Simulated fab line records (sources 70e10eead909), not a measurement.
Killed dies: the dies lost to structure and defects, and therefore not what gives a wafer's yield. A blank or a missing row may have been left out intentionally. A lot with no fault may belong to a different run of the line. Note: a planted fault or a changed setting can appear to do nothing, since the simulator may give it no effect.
The tool behind it: which one?    flow nandHarc    7 lots with 20 wafers sampled at 3 steps, on a route of 1302 steps

WHAT EACH GAUGE READ, for each wafer
NHARC_A_BLC_INSPECT_28.
lot   measured      on                rawDefectCount
L631  day 22 19:03  defectInspect-02  792 653 579
L635  day 24 03:29  defectInspect-02  571 521 472
L640  day 26 12:57  defectInspect-02  628 443
L647  day 29 08:41  defectInspect-02  531 690 522
L646  day 30 02:07  defectInspect-02  367 414 387
L650  day 31 02:03  defectInspect-01  652 601 523
L654  day 32 14:51  defectInspect-01  508 482 561

EACH LOT AND THE TOOL THAT RAN IT (in order: tool; ch and the chambers of the sampled wafers; start)
lot   NHARC_A_BLC_DEGAS_30         NHARC_A_BLC_CVD_24
L631  pvdSputter-02, day 22 17:41  cvdW-01 ch 0,1, day 22 19:03 or earlier
L635  pvdSputter-01, day 24 01:36  cvdW-02 ch 0,1, day 24 03:29 or earlier
L640  pvdSputter-03, day 26 11:37  cvdW-02 ch 0,1, day 26 12:57 or earlier
L647  pvdSputter-02, day 29 07:19  cvdW-02 ch 0,1, day 29 08:41 or earlier
L646  pvdSputter-02, day 30 00:44  cvdW-01 ch 0,1, day 30 02:07 or earlier
L650  pvdSputter-02, day 31 00:41  cvdW-01 ch 0,1, day 31 02:03 or earlier
L654  pvdSputter-02, day 32 13:29  cvdW-01 ch 0,1, day 32 14:51 or earlier
- NHARC_A_BLC_DEGAS_30: time 60 s.
- NHARC_A_BLC_CVD_24: deposits W, target thk 150 nm, time 434 s.

THE ANSWER, worked out from the rows above alone
Rule: the usual values come from the lots themselves. The widest of any qualifying gaps counts: lots, ordered by their means at a reading, are off when they make up no more than a third of the lots, leave a main group of 4 or more, and stand apart from it by 3 or more times the standard deviation of that group's means. A main group whose means are all the same, to the digits that the tables above print for the reading, isn't used. Also off: a lot with no number at a reading for which 4 or more lots have one. Any other lot the step has rows for is counted as sound.
None of the lots is off at any reading shown; this tells nothing.

WHAT WAS PUT IN BY THE SIMULATOR
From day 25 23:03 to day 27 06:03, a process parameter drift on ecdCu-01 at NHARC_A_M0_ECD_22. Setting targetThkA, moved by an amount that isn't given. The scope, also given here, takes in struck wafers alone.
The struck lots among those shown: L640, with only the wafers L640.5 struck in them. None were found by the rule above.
